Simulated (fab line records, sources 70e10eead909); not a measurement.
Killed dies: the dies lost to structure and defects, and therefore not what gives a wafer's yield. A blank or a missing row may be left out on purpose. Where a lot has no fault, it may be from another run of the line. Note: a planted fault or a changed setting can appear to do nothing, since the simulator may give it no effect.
The tool behind it: which one? | flow nandHarc | 72 wafers from 24 lots sampled at 5 of the route's 1302 steps

WHAT THE GAUGES READ, wafer by wafer
NHARC_P_GATE_CD_MEAS_33.
lot  | measured     | on       | cdNm (nm)
L074 | day 5 04:58  | cdSem-01 | 117 119 118
L075 | day 5 10:51  | cdSem-02 | 118 121 125
L076 | day 5 19:13  | cdSem-01 | 126 130 119
L077 | day 6 20:21  | cdSem-03 | 123 122 122
L078 | day 6 19:38  | cdSem-03 | 125 120 123
L079 | day 7 10:47  | cdSem-01 | 122 117 120
L080 | day 7 11:20  | cdSem-01 | 124 118 126
L081 | day 8 09:39  | cdSem-02 | 128 118 120
L082 | day 8 14:35  | cdSem-01 | 120 123 119
L083 | day 9 05:11  | cdSem-01 | 116 117 118
L084 | day 9 05:59  | cdSem-03 | 121 117 117
L085 | day 9 20:35  | cdSem-02 | 118 120 122
L086 | day 9 20:10  | cdSem-03 | 120 119 120
L087 | day 10 07:09 | cdSem-02 | 118 122 120
L088 | day 11 01:49 | cdSem-01 | 115 114 118
L089 | day 11 10:48 | cdSem-01 | 120 123 115
L090 | day 11 14:41 | cdSem-02 | 116 119 124
L091 | day 12 08:46 | cdSem-03 | 123 125 119
L092 | day 12 15:11 | cdSem-03 | 120 123 122
L093 | day 12 21:47 | cdSem-02 | 119 119 126
L094 | day 13 14:43 | cdSem-03 | 121 117 116
L095 | day 13 17:29 | cdSem-02 | 118 122 120
L096 | day 14 05:39 | cdSem-03 | 123 120 123
L097 | day 14 12:53 | cdSem-03 | 118 122 126

NHARC_P_CONTACT_OVL_MEAS_13.
lot  | measured     | on         | overlayXNm (nm) | overlayYNm (nm)
L074 | day 6 00:02  | overlay-02 | 0.3 0.7 0.2     | -0.4 -0.5 -0.3
L075 | day 6 05:58  | overlay-01 | 0.3 -0.6 0.2    | 0.6 0.6 1.2
L076 | day 6 14:26  | overlay-02 | 0.1 -0.3 0.0    | -0.5 -1.1 -0.9
L077 | day 7 15:32  | overlay-01 | 0.5 0.3 0.8     | -0.5 -0.4 -0.4
L078 | day 7 14:52  | overlay-02 | -1.0 -1.7 -1.6  | -0.6 -0.6 -0.4
L079 | day 8 05:59  | overlay-01 | -0.9 -0.9 -0.7  | -0.6 -0.3 -0.3
L080 | day 8 06:55  | overlay-02 | 0.2 -0.7 -0.4   | 1.2 0.9 0.7
L081 | day 9 04:51  | overlay-02 | -0.8 -0.8 -0.6  | -0.2 -0.1 0.4
L082 | day 9 09:54  | overlay-02 | -0.3 -0.3 -0.3  | 1.8 1.8 1.5
L083 | day 10 00:14 | overlay-01 | -1.4 -1.3 -1.5  | -2.1 -2.3 -1.3
L084 | day 10 01:17 | overlay-02 | -0.4 -0.8 -0.6  | -0.7 -0.7 -1.0
L085 | day 10 16:26 | overlay-02 | -1.0 -1.3 -0.9  | 0.4 -0.2 0.0
L086 | day 10 15:43 | overlay-01 | 0.0 0.7 0.6     | 0.6 -0.3 -0.6
L087 | day 11 02:16 | overlay-02 | 0.3 0.2 0.3     | 0.8 0.9 0.7
L088 | day 12 02:28 | overlay-02 | 0.0 0.1 -0.1    | -1.0 -0.5 -0.3
L089 | day 12 06:52 | overlay-01 | -0.1 0.1 0.0    | 0.5 0.1 0.4
L090 | day 12 09:56 | overlay-02 | 0.6 0.7 1.3     | 1.8 1.4 1.7
L091 | day 13 05:59 | overlay-01 | 0.0 0.1 -0.1    | -0.1 -0.6 -0.2
L092 | day 13 10:12 | overlay-02 | 1.1 0.7 0.9     | 0.0 0.1 0.4
L093 | day 13 16:48 | overlay-01 | -1.1 -1.6 -1.3  | 2.9 2.8 2.8
L094 | day 14 10:04 | overlay-01 | 0.2 0.0 0.2     | 0.7 0.7 0.6
L095 | day 14 12:38 | overlay-01 | -0.4 -0.8 -1.1  | -1.5 -1.3 -1.2
L096 | day 15 01:08 | overlay-02 | -0.9 -0.8 -0.7  | 1.0 0.7 0.8
L097 | day 15 08:05 | overlay-01 | -1.4 -1.4 -1.2  | 1.1 0.8 0.3

WHAT TOOL EACH LOT RAN ON (gives the tool, then ch and the chambers of the sampled wafers, and finally the start)
lot  | NHARC_P_ZERO_WELL_ETCH_63       | NHARC_P_ZERO_WELL_DESCUM_39       | NHARC_P_GATE_DESCUM_13
L074 | rieSi-03 ch 1,2,3, day 1 21:39  | rieDiel-02 ch 0,1,3, day 2 00:08  | rieDiel-08 ch 1,2,3, day 4 13:42
L075 | rieSi-03 ch 0,1,3, day 2 07:49  | rieDiel-12 ch 0,3, day 2 10:23    | rieDiel-08 ch 0,1,2, day 4 20:14
L076 | rieSi-03 ch 0,3, day 2 17:40    | rieDiel-12 ch 0,1, day 2 20:20    | rieDiel-06 ch 0,1, day 5 03:58
L077 | rieSi-02 ch 0,1,3, day 3 03:53  | rieDiel-02 ch 0,3, day 3 08:00    | rieDiel-11 ch 2,3, day 5 19:43
L078 | rieSi-03 ch 0,2, day 3 13:52    | rieDiel-09 ch 0,3, day 3 16:28    | rieDiel-11 ch 0,1, day 5 23:52
L079 | rieSi-03 ch 0,1,2, day 3 23:48  | rieDiel-02 ch 2,3, day 4 02:31    | rieDiel-06 ch 0,1,3, day 6 19:54
L080 | rieSi-03 ch 1,3, day 4 09:32    | rieDiel-09 ch 1,2,3, day 4 12:08  | rieDiel-11 ch 0,1,2, day 6 19:43
L081 | rieSi-02 ch 0,1,3, day 4 19:44  | rieDiel-09 ch 0,1,3, day 4 22:29  | rieDiel-06 ch 0,1,3, day 7 13:14
L082 | rieSi-03 ch 0,3, day 5 05:32    | rieDiel-09 ch 0,3, day 5 08:52    | rieDiel-11 ch 2,3, day 7 18:25
L083 | rieSi-03 ch 2,3, day 5 15:39    | rieDiel-09 ch 1,3, day 5 18:17    | rieDiel-08 ch 0,2, day 8 10:36
L084 | rieSi-05 ch 0,1,3, day 6 01:42  | rieDiel-09 ch 0,2,3, day 6 04:25  | rieDiel-11 ch 1,2,3, day 8 10:45
L085 | rieSi-02 ch 0,1,2, day 6 11:40  | rieDiel-09 ch 0,2, day 6 14:29    | rieDiel-06 ch 1,3, day 9 01:29
L086 | rieSi-03 ch 1,3, day 6 21:46    | rieDiel-02 ch 0,2, day 7 00:22    | rieDiel-11 ch 1,2,3, day 9 01:19
L087 | rieSi-05 ch 0,2,3, day 7 08:53  | rieDiel-02 ch 0,1,3, day 7 11:23  | rieDiel-11 ch 1,2,3, day 9 16:29
L088 | rieSi-05 ch 0,1,2, day 7 17:46  | rieDiel-12 ch 0,1,3, day 7 20:31  | rieDiel-06 ch 0,1,3, day 10 10:51
L089 | rieSi-05 ch 1,2,3, day 8 03:41  | rieDiel-09 ch 0,1,3, day 8 06:25  | rieDiel-11 ch 0,1,3, day 10 16:34
L090 | rieSi-02 ch 1,2,3, day 8 13:57  | rieDiel-12 ch 0,1,2, day 8 16:26  | rieDiel-11 ch 0,1,2, day 11 00:05
L091 | rieSi-05 ch 0,1,2, day 8 23:34  | rieDiel-02 ch 1,2, day 9 02:02    | rieDiel-08 ch 0,2,3, day 11 17:23
L092 | rieSi-03 ch 0,1,2, day 9 09:54  | rieDiel-02 ch 0,2,3, day 9 12:40  | rieDiel-06 ch 0,2,3, day 11 22:19
L093 | rieSi-05 ch 0,1,3, day 9 19:41  | rieDiel-02 ch 0,2,3, day 9 22:25  | rieDiel-08 ch 0,1,2, day 12 05:43
L094 | rieSi-02 ch 0,1,2, day 10 05:41 | rieDiel-12 ch 0,1,3, day 10 12:19 | rieDiel-06 ch 0,3, day 12 22:21
L095 | rieSi-03 ch 0,1,3, day 10 15:53 | rieDiel-02 ch 0,1,2, day 10 18:36 | rieDiel-11 ch 0,1,2, day 13 02:26
L096 | rieSi-03 ch 0,1,2, day 11 01:31 | rieDiel-09 ch 0,1,2, day 11 04:08 | rieDiel-08 ch 0,1,2, day 13 10:48
L097 | rieSi-05 ch 0,1, day 11 11:54   | rieDiel-02 ch 0,1, day 11 14:38   | rieDiel-08 ch 0,1, day 13 21:49
- NHARC_P_ZERO_WELL_ETCH_63: etches the open film in HBr/Cl2, target depth 120 nm, time 40.1 s.
- NHARC_P_ZERO_WELL_DESCUM_39: chemistry O2, time 3 s.
- NHARC_P_GATE_DESCUM_13: chemistry O2, time 3 s.

AS READ BY THE TOOLS THEMSELVES (means over the sampled wafers that have a number; for cases with no such wafer, the mark the record gives instead)
NHARC_P_ZERO_WELL_ETCH_63.
lot  | tool     | biasW (W) | drypumpMotorCurrentA (A) | oesProductAu (a.u.) | throttleValvePct (%)
L074 | rieSi-03 | 100.0     | 5.7                      | 1.007               | 26.409
L075 | rieSi-03 | 100.0     | 5.9                      | 0.995               | 26.405
L076 | rieSi-03 | 99.9      | 6.0                      | 0.997               | 26.405
L077 | rieSi-02 | 99.9      | 5.3                      | 0.995               | 26.404
L078 | rieSi-03 | 100.1     | 5.5                      | 0.999               | 26.407
L079 | rieSi-03 | 99.9      | 5.5                      | 0.993               | 26.402
L080 | rieSi-03 | 100.1     | 5.8                      | 1.003               | 26.403
L081 | rieSi-02 | 100.0     | 5.3                      | 1.005               | 26.410
L082 | rieSi-03 | 100.0     | 6.0                      | 1.022               | 26.404
L083 | rieSi-03 | 99.7      | 5.8                      | 1.014               | 26.409
L084 | rieSi-05 | 99.5      | 5.2                      | 0.989               | 26.409
L085 | rieSi-02 | 100.1     | 5.2                      | 1.019               | 26.409
L086 | rieSi-03 | 100.2     | 5.8                      | 0.991               | 26.409
L087 | rieSi-05 | 99.8      | 5.5                      | 1.011               | 26.411
L088 | rieSi-05 | 99.9      | 5.2                      | 0.997               | 26.411
L089 | rieSi-05 | 100.1     | 5.5                      | 1.004               | 26.409
L090 | rieSi-02 | 99.7      | 5.6                      | 1.002               | 26.408
L091 | rieSi-05 | 99.7      | 5.2                      | 1.007               | 26.413
L092 | rieSi-03 | 99.9      | 5.5                      | 0.992               | 26.404
L093 | rieSi-05 | 100.0     | 5.2                      | 1.001               | 26.406
L094 | rieSi-02 | 99.8      | 5.2                      | 0.997               | 26.412
L095 | rieSi-03 | 99.7      | 5.9                      | 1.010               | 26.409
L096 | rieSi-03 | 100.2     | 5.5                      | 1.007               | 26.411
L097 | rieSi-05 | 99.8      | 4.8                      | 1.002               | 26.409

NHARC_P_ZERO_WELL_DESCUM_39.
lot  | tool       | drypumpMotorCurrentA (A) | oesProductAu (a.u.) | rfVppV (V) | showerheadPlenumPTorr (Torr) | throttleValvePct (%)
L074 | rieDiel-02 | 5.9                      | 1.002               | 57.8       | 1.84                         | 11.306
L075 | rieDiel-12 | 5.8                      | 1.002               | 57.0       | 1.89                         | 11.315
L076 | rieDiel-12 | 6.5                      | 1.017               | 57.8       | 1.85                         | 11.311
L077 | rieDiel-02 | 5.9                      | 1.009               | 57.6       | 1.84                         | 11.308
L078 | rieDiel-09 | 6.2                      | 0.991               | 57.8       | 2.00                         | 11.308
L079 | rieDiel-02 | 5.6                      | 1.011               | 57.5       | 1.87                         | 11.297
L080 | rieDiel-09 | 5.9                      | 0.981               | 58.4       | 2.01                         | 11.300
L081 | rieDiel-09 | 5.8                      | 0.987               | 58.7       | 2.00                         | 11.305
L082 | rieDiel-09 | 5.7                      | 0.999               | 58.4       | 1.97                         | 11.313
L083 | rieDiel-09 | 5.9                      | 0.989               | 58.7       | 2.02                         | 11.312
L084 | rieDiel-09 | 5.8                      | 1.003               | 58.5       | 1.97                         | 11.305
L085 | rieDiel-09 | 5.4                      | 1.005               | 57.8       | 1.95                         | 11.308
L086 | rieDiel-02 | 5.0                      | 1.002               | 58.1       | 1.87                         | 11.312
L087 | rieDiel-02 | 5.9                      | 1.003               | 57.5       | 1.83                         | 11.311
L088 | rieDiel-12 | 6.1                      | 1.001               | 57.8       | 1.87                         | 11.310
L089 | rieDiel-09 | 5.8                      | 1.012               | 58.3       | 1.99                         | 11.304
L090 | rieDiel-12 | 6.2                      | 1.005               | 57.7       | 1.87                         | 11.320
L091 | rieDiel-02 | 5.2                      | 1.014               | 56.7       | 1.87                         | 11.311
L092 | rieDiel-02 | 5.5                      | 0.995               | 57.8       | 1.84                         | 11.310
L093 | rieDiel-02 | 5.4                      | 1.005               | 57.4       | 1.84                         | 11.318
L094 | rieDiel-12 | 6.1                      | 0.995               | 57.8       | 1.86                         | 11.317
L095 | rieDiel-02 | 5.5                      | 1.007               | 57.4       | 1.83                         | 11.302
L096 | rieDiel-09 | 5.4                      | 1.002               | 58.0       | 1.97                         | 11.306
L097 | rieDiel-02 | 5.7                      | 1.004               | 56.8       | 1.80                         | 11.323

NHARC_P_GATE_DESCUM_13.
lot  | tool       | drypumpMotorCurrentA (A) | oesProductAu (a.u.) | rfVppV (V) | showerheadPlenumPTorr (Torr) | throttleValvePct (%)
L074 | rieDiel-08 | 5.8                      | 0.990               | 58.2       | 1.88                         | 11.309
L075 | rieDiel-08 | 5.8                      | 0.994               | 58.7       | 1.94                         | 11.308
L076 | rieDiel-06 | 5.7                      | 1.023               | 58.8       | 2.02                         | 11.313
L077 | rieDiel-11 | 5.4                      | 1.008               | 58.5       | 1.99                         | 11.300
L078 | rieDiel-11 | 5.5                      | 0.980               | 58.1       | 1.97                         | 11.314
L079 | rieDiel-06 | 5.8                      | 1.002               | 57.9       | 1.95                         | 11.303
L080 | rieDiel-11 | 5.4                      | 0.990               | 57.5       | 1.97                         | 11.308
L081 | rieDiel-06 | 5.8                      | 1.008               | 57.2       | 1.95                         | 11.317
L082 | rieDiel-11 | 5.4                      | 0.997               | 58.2       | 1.99                         | 11.316
L083 | rieDiel-08 | 5.8                      | 0.995               | 58.3       | 1.96                         | 11.309
L084 | rieDiel-11 | 5.3                      | 1.007               | 57.5       | 1.95                         | 11.309
L085 | rieDiel-06 | 6.1                      | 0.998               | 57.6       | 1.93                         | 11.322
L086 | rieDiel-11 | 5.3                      | 1.002               | 57.5       | 1.95                         | 11.309
L087 | rieDiel-11 | 5.3                      | 1.008               | 57.1       | 1.95                         | 11.305
L088 | rieDiel-06 | 5.8                      | 0.999               | 58.0       | 1.95                         | 11.306
L089 | rieDiel-11 | 5.4                      | 1.003               | 57.9       | 1.95                         | 11.310
L090 | rieDiel-11 | 5.4                      | 0.994               | 59.1       | 1.97                         | 11.312
L091 | rieDiel-08 | 5.7                      | 1.000               | 58.5       | 1.91                         | 11.313
L092 | rieDiel-06 | 5.8                      | 0.993               | 57.8       | 1.87                         | 11.314
L093 | rieDiel-08 | 5.8                      | 1.003               | 57.1       | 1.93                         | 11.311
L094 | rieDiel-06 | 5.7                      | 0.984               | 57.5       | 1.91                         | 11.315
L095 | rieDiel-11 | 5.4                      | 1.008               | 58.4       | 1.96                         | 11.315
L096 | rieDiel-08 | 5.8                      | 1.004               | 58.9       | 1.93                         | 11.312
L097 | rieDiel-08 | 5.8                      | 0.996               | 58.3       | 1.94                         | 11.317

THE ANSWER, worked out from the rows above alone
Rule: usual is defined by the lots themselves. The widest of any qualifying gaps counts: lots, ordered by their means at a reading, are off when they make up no more than a third of the lots, leave a main group of 4 or more, and stand apart from it by 3 or more times the standard deviation of that group's means. A main group is skipped when, at the precision printed for the reading in the tables above, its means are all equal. A lot without any number at a reading at which 4 lots or more have one is off too. Where the step has rows for the other lots, those lots are counted as sound. First the gauges in route order, then the tools' own readings, where a lot's mean is used as printed above. At the first step where some lot is off, the reading lying furthest off is the one used; lots without a number count as furthest.
Nothing can be told from this: no lot is off at any reading shown.

WHAT THE SIMULATOR HAD PUT IN
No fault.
